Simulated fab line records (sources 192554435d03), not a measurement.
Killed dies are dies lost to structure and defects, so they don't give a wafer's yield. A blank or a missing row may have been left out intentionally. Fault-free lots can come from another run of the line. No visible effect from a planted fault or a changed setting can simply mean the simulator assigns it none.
fab line records | flow n5-finfet
record lots=10 wafers=30 last-day=20
route steps=1938 shown ZERO_LAYER@4 WELL_APT@28 BEOL_M4@1111 PASSIVATION@1936
lots that met no fault: taken from a fault-free run of the same line
start-h: hours from the record's opening day to when the first of the lot's shown wafers began | wait-h: how many hours have passed since the lot's step before this one | " unchanged from the row above | L1.1+2: a single row standing in for several wafers | - value missing, or start not given | * or withheld: withheld | < > ~ a bound
route shown NAME@n: NAME is a module with steps in the file, n the number in the route of the first one | usual: the fault-free wafers' mean and standard deviation | same: alike in all rows | chamber/n: place in a boat | sites: readings site by site | _std_site: their standard deviation | _edge_site: the outer-site mean with the inner-site mean subtracted | radius-mm: for every site, how far away it sits from the centre of the wafer | mask NAME#n: copy n | behind: the last tool/chamber to shape the wafer | hold: why the lot went on hold/how many hours it stayed there/how the hold came to an end | device: which transistor (n, p or np) failed to switch | end of line: tests run on the same wafers once the route is complete | a step without rows: its recipe alone | killed: count of dies lost to structure and defects at first sort (not the wafer's yield) | map: dies across one wafer; x = killed, . = not, _ = none there
set.NAME: the run value of the setting; set.NAME@STEP: its run value at that earlier step | model.NAME: the simulator's own value behind a step, which no gauge read
route steps across a sampled set of lots; one table per step, one row per wafer
services: the hour from which a tool's chamber was out of use, counted from the record's first day as start-h (under 0 if before that day), plus the number of hours and why
## steps
# step N5_ZERO_LAYER_PECVD_02
# recipe material=SiO2 target-thk-a=100 temp-c=400 precursor=SiH4/N2O pressure-torr=0.75 rf-w=275 time-s=6
# usual heater-power-w=790/83 showerhead-plenum-p-Torr=8.08/0.18 showerhead-vpp-V=1038/47
# columns lot.wafer tool chamber start-h wait-h heater-power-w showerhead-plenum-p-Torr showerhead-vpp-V since-wet-clean-h
L506.1 pecvd-01 0 18.28 0.0 853 8.17 1000 541
L506.4 " 0 " " 823 8.16 1013 -
L506.5 " 1 " " 739 7.80 996 -
L507.3 pecvd-03 2 24.28 0.0 772 8.23 994 155
L507.4 " 1 " " 774 8.00 1018 -
L507.5 " 0 " " 651 8.13 999 -
L511.2 pecvd-01 1 48.28 0.0 822 7.84 1001 1296
L511.4 " 0 " " 825 8.16 991 -
L511.6 " 1 " " 832 7.83 1013 -
L513.1 pecvd-02 0 60.28 0.0 890 8.25 1048 1127
L513.4 " 1 " " 732 8.30 1069 -
L513.6 " 2 " " 867 7.79 1027 -
L514.1 pecvd-02 2 66.28 0.0 977 7.80 1040 379
L514.2 " 0 " " 951 8.23 1070 1133
L514.6 " 1 " " 850 8.33 1039 -
L519.3 pecvd-03 1 96.54 0.1 797 8.02 1006 -
L519.5 " 0 " " 737 8.15 984 -
L519.6 " 1 " " 808 8.00 998 -
L520.1 pecvd-01 2 102.28 0.0 616 8.00 1148 2075
L520.3 " 0 " " 813 8.14 1006 625
L520.4 " 0 " " 803 8.16 1006 -
L526.1 pecvd-03 0 138.28 0.0 743 8.15 994 1023
L526.2 " 2 " " 703 8.22 1007 269
L526.3 " 1 " " 756 8.00 1014 1748
L527.1 pecvd-01 0 144.30 0.0 822 8.16 999 667
L527.2 " 1 " " 833 7.81 1007 1392
L527.4 " 2 " " 661 7.98 1149 -
L528.3 pecvd-02 1 150.28 0.0 706 8.32 1078 1942
L528.5 " 2 " " 857 7.79 1039 -
L528.6 " 1 " " 709 8.32 1074 -
# step N5_WELL_APT_CD_MEAS_08
# recipe target-cd-nm=200 landing-energy-ev=500 detector=se-inlens
# usual cd-nm=200.6/1.5
# columns lot.wafer tool chamber start-h wait-h cd-nm
L506.1 cd-sem-03 0 19.69 - 198.9
L506.4 " 0 " " 199.5
L506.5 " 0 " " 201.5
L507.3 cd-sem-01 0 25.61 - 199.3
L507.4 " 0 " " 198.6
L507.5 " 0 " " 203.7
L511.2 cd-sem-01 0 49.87 - 202.6
L511.4 " 0 " " 197.6
L511.6 " 0 " " 199.5
L513.1 cd-sem-02 0 61.68 - 201.1
L513.4 " 0 " " 202.6
L513.6 " 0 " " 203.4
L514.1 cd-sem-01 0 67.82 - 200.2
L514.2 " 0 " " 200.7
L514.6 " 0 " " 199.4
L519.3 cd-sem-03 0 98.00 - 200.7
L519.5 " 0 " " 201.3
L519.6 " 0 " " 202.4
L520.1 cd-sem-02 0 104.21 - 200.6
L520.3 " 0 " " 203.4
L520.4 " 0 " " 201.5
L526.1 cd-sem-02 0 140.33 - 201.2
L526.2 " 0 " " 203.1
L526.3 " 0 " " 199.7
L527.1 cd-sem-02 0 145.72 - 202.3
L527.2 " 0 " " 200.7
L527.4 " 0 " " 200.7
L528.3 cd-sem-02 0 151.71 - 202.0
L528.5 " 0 " " 199.8
L528.6 " 0 " " 203.9
# step N5_WELL_APT_IMPLANT_15
# recipe species=As energy-kev=25 dose-cm2=1.5e+13 tilt-deg=0 rotation-deg=0
# usual dose-ions-cm2=1.5001e+13/1.5e+10 faraday-current-uA=190/3.9
# columns lot.wafer tool chamber start-h wait-h dose-ions-cm2 faraday-current-uA
L506.1 implanter-02 0 20.17 0.1 1.5027e+13 187
L506.4 " 0 " " 1.5006e+13 188
L506.5 " 0 " " 1.4992e+13 195
L507.3 implanter-02 0 26.03 0.1 1.4985e+13 190
L507.4 " 0 " " 1.4986e+13 193
L507.5 " 0 " " 1.4973e+13 187
L511.2 implanter-02 0 50.26 0.1 1.5017e+13 198
L511.4 " 0 " " 1.5027e+13 194
L511.6 " 0 " " 1.502e+13 190
L513.1 implanter-02 0 62.05 0.1 2.0513e+13 263
L513.4 " 0 " " 2.0508e+13 264
L513.6 " 0 " " 2.0526e+13 267
L514.1 implanter-02 0 68.26 0.1 2.05e+13 260
L514.2 " 0 " " 2.0515e+13 269
L514.6 " 0 " " 2.0535e+13 268
L519.3 implanter-01 0 98.76 0.1 1.4989e+13 191
L519.5 " 0 " " 1.5022e+13 190
L519.6 " 0 " " 1.5019e+13 194
L520.1 implanter-01 0 104.58 0.1 1.5008e+13 188
L520.3 " 0 " " 1.5013e+13 193
L520.4 " 0 " " 1.5008e+13 190
L526.1 implanter-02 0 140.69 0.1 1.4997e+13 194
L526.2 " 0 " " 1.4994e+13 195
L526.3 " 0 " " 1.4994e+13 196
L527.1 implanter-02 0 146.30 0.1 1.5018e+13 191
L527.2 " 0 " " 1.4999e+13 189
L527.4 " 0 " " 1.5024e+13 191
L528.3 implanter-02 0 152.13 0.1 1.4994e+13 185
L528.5 " 0 " " 1.4989e+13 195
L528.6 " 0 " " 1.4979e+13 190
# step N5_WELL_APT_OVL_MEAS_26
# recipe points-per-wafer=44
# usual PWELL_OVL=-4/5.5
# same points-per-wafer=44
# columns lot.wafer tool chamber start-h wait-h PWELL_OVL[nm]
L506.1 overlay-02 0 21.08 0.0 1
L506.4 " 0 " " -8
L506.5 " 0 " " -8
L507.3 overlay-01 0 26.89 0.0 4
L507.4 " 0 " " 0
L507.5 " 0 " " 0
L511.2 overlay-01 0 51.14 0.0 -2
L511.4 " 0 " " -2
L511.6 " 0 " " -4
L513.1 overlay-02 0 62.84 0.0 -5
L513.4 " 0 " " -8
L513.6 " 0 " " -8
L514.1 overlay-02 0 69.04 0.0 -11
L514.2 " 0 " " 1
L514.6 " 0 " " 5
L519.3 overlay-01 0 99.65 0.0 -1
L519.5 " 0 " " -2
L519.6 " 0 " " -13
L520.1 overlay-01 0 105.50 0.0 -8
L520.3 " 0 " " -5
L520.4 " 0 " " -10
L526.1 overlay-02 0 141.53 0.0 -15
L526.2 " 0 " " -22
L526.3 " 0 " " -22
L527.1 overlay-02 0 147.22 0.0 -9
L527.2 " 0 " " -4
L527.4 " 0 " " -4
L528.3 overlay-02 0 152.85 0.0 -8
L528.5 " 0 " " -14
L528.6 " 0 " " -12
# step N5_BEOL_M4_RC_MEAS_101
# usual CJ_P=5.83/0.18 DIBL_N=36.3/1.6 DIBL_P=36.4/2.1 IOFF_N=0.16/0.032 IOFF_P=0.22/0.044 IOFF_P_LONG=0.000107/1e-05 ION_N=675/12 ION_P=463/8.3 SS_N=71.6/0.64 SS_P=73.3/0.67 VT_N=250/3.3 VT_P=-250/3.7
# columns lot.wafer tool chamber start-h wait-h CJ_P DIBL_N[mV/V] DIBL_P[mV/V] IOFF_N[nA/um] IOFF_P[nA/um] IOFF_P_LONG[nA/um] ION_N[uA/um] ION_P[uA/um] SS_N[mV/dec] SS_P[mV/dec] VT_N[mV] VT_P[mV]
L507.3 prober-01 0 209.26 0.3 5.59 37.6 38.7 0.17 0.21 0.000101 675 462 72.0 73.9 248 -250
L507.4 " 0 " " 5.67 35.8 35.3 0.13 0.16 0.000102 672 452 71.6 72.1 252 -256
L507.5 " 0 " " 5.69 35.0 35.0 0.12 0.16 0.000105 666 455 70.9 72.7 252 -255
L506.1 prober-01 0 227.39 0.0 5.88 33.7 33.5 0.13 0.19 0.000117 671 471 71.2 72.6 252 -249
L506.4 " 0 " " 6.18 33.8 33.5 0.12 0.19 0.000121 659 464 71.0 73.0 254 -249
L506.5 " 0 " " 6.03 35.0 35.4 0.15 0.22 0.000117 664 463 71.5 72.8 250 -251
L511.2 prober-01 0 231.91 0.2 5.67 35.5 36.4 0.16 0.22 0.000101 679 465 71.4 73.5 248 -251
L511.4 " 0 " " 5.46 35.7 36.0 0.15 0.21 9.8e-05 668 457 71.8 72.9 251 -248
L511.6 " 0 " " 5.62 34.7 34.5 0.13 0.18 9.8e-05 663 451 71.7 73.5 253 -250
L513.1 prober-01 0 254.70 0.0 6.77 38.7 38.9 0.20 0.32 0.000159 664 472 73.3 73.9 248 -242
L513.4 " 0 " " 6.61 38.2 39.0 0.18 0.31 0.000154 683 476 71.7 73.5 249 -244
L513.6 " 0 " " 6.98 37.8 37.8 0.18 0.30 0.000168 686 484 72.3 73.8 247 -240
L514.1 prober-02 0 257.00 0.0 6.73 35.4 35.6 0.15 0.18 0.000122 665 456 71.2 72.8 251 -254
L514.2 " 0 " " 6.83 37.9 38.6 0.21 0.22 0.000127 697 468 71.7 74.1 246 -250
L514.6 " 0 " " 6.80 36.7 37.2 0.18 0.20 0.000119 674 454 71.2 73.0 249 -251
L519.3 prober-02 0 300.57 0.3 5.92 35.9 34.6 0.14 0.19 0.000104 661 454 72.3 73.2 251 -250
L519.5 " 0 " " 5.69 38.0 38.2 0.19 0.24 0.000101 675 463 71.3 73.5 246 -249
L519.6 " 0 " " 5.79 36.0 35.5 0.15 0.20 0.0001 661 457 71.9 73.4 251 -250
L520.1 prober-02 0 306.11 0.7 5.91 34.7 35.1 0.14 0.20 0.000107 663 458 71.4 73.7 253 -253
L520.3 " 0 " " 5.68 33.1 33.9 0.11 0.18 0.000101 651 457 71.3 73.1 257 -252
L520.4 " 0 " " 5.71 35.3 35.8 0.15 0.20 0.000101 668 462 71.0 74.1 251 -251
L526.1 prober-02 0 350.85 0.0 5.78 35.6 35.1 0.12 0.18 0.000101 648 450 71.4 73.4 255 -253
L526.2 " 0 " " 5.81 34.9 34.2 0.12 0.17 0.000101 672 464 70.7 73.2 254 -251
L526.3 " 0 " " 6.01 36.8 35.7 0.14 0.19 0.000105 667 461 70.9 72.4 252 -253
L527.1 prober-02 0 354.48 0.0 5.86 35.4 36.1 0.13 0.16 9.6e-05 665 456 71.8 72.6 254 -253
L527.2 " 0 " " 6.04 34.7 35.6 0.13 0.16 9.8e-05 662 456 71.1 73.2 252 -256
L527.4 " 0 " " 5.61 40.7 41.8 0.24 0.26 9.1e-05 697 463 73.0 74.2 245 -247
L528.3 prober-01 0 381.41 0.3 6.13 35.7 34.9 0.15 0.21 0.000111 665 459 71.9 72.9 250 -250
L528.5 " 0 " " 6.13 37.1 36.6 0.17 0.23 0.000112 670 462 72.6 73.0 248 -248
L528.6 " 0 " " 6.01 35.8 35.0 0.15 0.21 0.00011 680 463 72.4 72.9 253 -251
# step N5_PASSIVATION_PROBE_49
# usual defect-limited-yield=91.4/1.2 killed_at_M0_to_M3=35/11 killed_at_M4_up=14/6 killed-at-contacts=12/6.7 killed-at-front-end=37/9.7 killed-at-other=3.5/2.5 killed-dies=102/15 killed-open=67/12 killed-short=33/7.3 sort_bin_5_function=5.1/0.81 sort_bin_6_memory=3.2/0.65 sort-n-pass=1078/15 sort-yield-pct=91.4/1.2
# same gross-dies=1180 killed-at-back-side=0 sort_bin_4_leakage[%]=0 sort_bin_8_speed[%]=0
# columns lot.wafer tool chamber start-h wait-h defect-limited-yield[%] killed_at_M0_to_M3 killed_at_M4_up killed-at-contacts killed-at-front-end killed-at-other killed-dies killed-open killed-short sort_bin_5_function[%] sort_bin_6_memory[%] sort-n-pass sort-yield-pct[%]
L511.2 prober-01 - 354.99 0.1 90.8 34 18 5 47 5 109 77 32 5.5 3.7 1071 90.8
L511.4 prober-01 - 355.09 0.2 91.7 32 11 14 39 2 98 73 24 5.1 3.0 1082 91.7
L511.6 prober-01 - 355.19 0.3 91.9 33 22 4 36 1 96 63 31 4.6 3.1 1084 91.9
L513.1 prober-01 - 372.77 0.0 93.4 16 12 2 46 2 78 50 27 4.0 2.3 1102 93.4
L513.4 prober-01 - 372.92 0.2 91.3 36 17 15 35 0 103 70 33 5.8 2.6 1077 91.3
L513.6 prober-01 - 373.02 0.3 92.2 36 16 12 24 4 92 57 34 4.4 2.9 1088 92.2
L519.3 prober-02 - 408.47 0.1 91.0 36 13 15 40 2 106 66 40 5.3 3.1 1074 91.0
L519.5 prober-02 - 408.57 0.2 92.5 27 15 10 36 1 89 58 31 3.8 3.1 1091 92.5
L519.6 prober-02 - 408.62 0.3 91.7 40 18 8 29 3 98 62 35 4.8 3.1 1082 91.7
L520.1 prober-01 - 416.27 0.0 92.0 37 5 21 23 8 94 55 38 4.2 3.2 1086 92.0
L520.3 prober-01 - 416.37 0.1 92.0 27 10 9 39 9 94 57 37 4.0 3.7 1086 92.0
L520.4 prober-01 - 416.42 0.2 91.2 34 16 8 35 11 104 69 35 5.4 3.4 1076 91.2
L527.1 prober-01 - 463.58 0.0 92.6 38 17 2 26 4 87 56 31 4.8 2.3 1093 92.6
L527.2 prober-01 - 463.63 0.1 90.6 60 9 5 33 4 111 77 34 5.0 4.0 1069 90.6
L527.4 prober-01 - 463.73 0.2 93.6 34 12 6 22 2 76 52 23 3.5 2.8 1104 93.6
# killed by level:class
L511.2 FIN_SAQP:geometric-particle:open=15 BEOL_M4:geometric-particle:open=12 STI_FIN_REVEAL:geometric-particle:open=11 FIN_SAQP:geometric-particle:short=8 BEOL_M3:geometric-particle:open=8 BEOL_M0_SAQP:geometric-particle:short=7 GATE_CUT:geometric-particle:short=5 MOL_CONTACT_COAG:geometric-particle:open=5
L511.4 MOL_CONTACT_COAG:geometric-particle:open=13 BEOL_M3:geometric-particle:open=11 DUMMY_GATE:geometric-particle:open=7 BEOL_M0_SAQP:geometric-particle:open=7 STARTING-WAFER:geometric-particle:open=7 BEOL_M4:geometric-particle:open=5 FIN_SAQP:geometric-particle:open=4 GATE_CUT:geometric-particle:short=4
L511.6 BEOL_M4:geometric-particle:open=14 BEOL_M0_SAQP:geometric-particle:open=13 BEOL_M0_SAQP:geometric-particle:short=12 STI_FIN_REVEAL:geometric-particle:open=8 FIN_SAQP:geometric-particle:open=5 GATE_CUT:geometric-particle:short=5 FIN_SAQP:geometric-particle:short=4 MOL_CONTACT_COAG:geometric-particle:open=4
L513.1 STI_FIN_REVEAL:geometric-particle:open=11 FIN_SAQP:geometric-particle:short=8 FIN_SAQP:geometric-particle:open=5 DUMMY_GATE:geometric-particle:open=5 ILD0:geometric-particle:open=5 BEOL_M1:geometric-particle:open=5 BEOL_M4:geometric-particle:open=4 STI_FIN_REVEAL:geometric-particle:short=3
L513.4 MOL_CONTACT_COAG:geometric-particle:open=14 BEOL_M0_SAQP:geometric-particle:open=13 BEOL_M4:geometric-particle:open=9 FIN_SAQP:geometric-particle:short=7 BEOL_M0_SAQP:geometric-particle:short=6 FIN_SAQP:geometric-particle:open=5 DUMMY_GATE:geometric-particle:open=5 BEOL_M3:geometric-particle:open=4
L513.6 MOL_CONTACT_COAG:geometric-particle:open=10 BEOL_M0_SAQP:geometric-particle:short=10 BEOL_M0_SAQP:geometric-particle:open=6 BEOL_M8:geometric-particle:open=5 STI_FIN_REVEAL:geometric-particle:open=4 BEOL_M0:geometric-particle:open=4 BEOL_M2:geometric-particle:open=4 FIN_SAQP:geometric-particle:short=3
L519.3 MOL_CONTACT_COAG:geometric-particle:open=15 FIN_SAQP:geometric-particle:short=10 FIN_SAQP:geometric-particle:open=9 GATE_CUT:geometric-particle:short=9 BEOL_M3:geometric-particle:open=8 BEOL_M2:geometric-particle:open=8 BEOL_M0_SAQP:geometric-particle:short=6 BEOL_M4:geometric-particle:open=6
L519.5 FIN_SAQP:geometric-particle:open=9 BEOL_M0_SAQP:geometric-particle:short=8 BEOL_M4:geometric-particle:open=8 MOL_CONTACT_COAG:geometric-particle:open=7 BEOL_M1:geometric-particle:open=7 GATE_CUT:geometric-particle:short=5 BEOL_M3:geometric-particle:open=5 STARTING-WAFER:geometric-particle:short=5
L519.6 BEOL_M1:geometric-particle:open=12 FIN_SAQP:geometric-particle:open=8 BEOL_M0_SAQP:geometric-particle:open=7 FIN_SAQP:geometric-particle:short=6 MOL_CONTACT_COAG:geometric-particle:open=6 BEOL_M4:geometric-particle:open=6 BEOL_M3:geometric-particle:open=5 BEOL_M2:geometric-particle:open=5
L520.1 MOL_CONTACT_COAG:geometric-particle:open=15 BEOL_M0_SAQP:geometric-particle:open=13 BEOL_M0_SAQP:geometric-particle:short=11 STARTING-WAFER:geometric-particle:short=7 MOL_CONTACT_COAG:geometric-particle:short=6 FIN_SAQP:geometric-particle:open=4 STI_FIN_REVEAL:geometric-particle:open=3 BEOL_M0:geometric-particle:open=3
L520.3 STI_FIN_REVEAL:geometric-particle:open=11 BEOL_M3:geometric-particle:open=10 FIN_SAQP:geometric-particle:open=7 BEOL_M0_SAQP:geometric-particle:short=6 BEOL_M4:geometric-particle:open=6 STARTING-WAFER:geometric-particle:short=6 FIN_SAQP:geometric-particle:short=5 MOL_CONTACT_COAG:geometric-particle:open=5
L520.4 BEOL_M0_SAQP:geometric-particle:open=13 STI_FIN_REVEAL:geometric-particle:open=11 BEOL_M0_SAQP:geometric-particle:short=8 MOL_CONTACT_COAG:geometric-particle:open=7 BEOL_M4:geometric-particle:open=6 FIN_SAQP:geometric-particle:short=5 FIN_SAQP:geometric-particle:open=5 DUMMY_GATE:geometric-particle:open=5
L527.1 BEOL_M3:geometric-particle:open=8 FIN_SAQP:geometric-particle:short=6 BEOL_M1:geometric-particle:open=6 BEOL_M0:geometric-particle:open=5 BEOL_M2:geometric-particle:open=5 BEOL_M8:geometric-particle:open=5 STI_FIN_REVEAL:geometric-particle:open=4 DUMMY_GATE:geometric-particle:open=4
L527.2 BEOL_M3:geometric-particle:open=17 BEOL_M2:geometric-particle:open=13 FIN_SAQP:geometric-particle:open=11 BEOL_M0_SAQP:geometric-particle:short=11 FIN_SAQP:geometric-particle:short=5 MOL_CONTACT_COAG:geometric-particle:open=5 BEOL_M0_SAQP:geometric-particle:open=5 BEOL_M0:geometric-particle:open=4
L527.4 BEOL_M2:geometric-particle:open=9 BEOL_M4:geometric-particle:open=7 MOL_CONTACT_COAG:geometric-particle:open=6 BEOL_M0_SAQP:geometric-particle:open=6 BEOL_M0_SAQP:geometric-particle:short=4 BEOL_M0:geometric-particle:open=4 STARTING-WAFER:geometric-particle:short=4 FIN_SAQP:geometric-particle:short=3
## services
# columns tool chamber start-h hours kind
pecvd-01 1 -4.65 - calibration
pecvd-02 2 20.10 2.1 scheduled-down
pecvd-01 2 26.41 2.1 scheduled-down
implanter-01 - 30.94 1.1 repair
implanter-01 - 34.49 3.1 repair
pecvd-02 1 43.30 5.5 scheduled-down
pecvd-03 - 43.34 5.4 repair
pecvd-01 - 49.88 6.0 pm
pecvd-03 - 71.20 0.8 repair
implanter-01 - 77.05 1.8 repair
implanter-02 - 78.97 11.3 pm
pecvd-02 0 79.41 2.1 scheduled-down
pecvd-02 2 89.24 5.5 scheduled-down
pecvd-03 2 95.33 5.5 scheduled-down
pecvd-01 - 98.70 0.7 repair
pecvd-01 - 102.70 4.3 pm
pecvd-03 - 123.29 0.9 repair
pecvd-01 1 128.31 13.7 repair
implanter-01 - 138.18 21.7 repair
pecvd-01 2 144.47 3.6 repair
pecvd-01 - 152.19 0.9 repair
## key
first-sign step=N5_WELL_APT_IMPLANT_15 reading=dose-ions-cm2 direction=up sigmas=99+ usual=1.5001e+13 struck=2.0516e+13
effect step=N5_WELL_APT_IMPLANT_15 reading=faraday-current-uA direction=up sigmas=19 usual=190 struck=265
effect step=N5_BEOL_M4_RC_MEAS_101 reading=CJ_P direction=up sigmas=5.5 usual=5.83 struck=6.78
effect step=N5_BEOL_M4_RC_MEAS_101 reading=IOFF_P_LONG direction=up sigmas=3.4 usual=0.000107 struck=0.000141
met-at N5_WELL_APT_IMPLANT_15
struck-lots L513,L514
not-acting-at N5_ZERO_LAYER_PECVD_02,N5_WELL_APT_CD_MEAS_08,N5_WELL_APT_OVL_MEAS_26
onset-between 50.26 62.05
fault kind=process-parameter-drift tool=implanter-02 chamber=- onset-h=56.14 steps=N5_WELL_APT_IMPLANT_15 channel=dose-cm2 offset=5.5196e+12 shape=step end-h=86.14 acts-in=these-recipes-only stated=1.5e+13
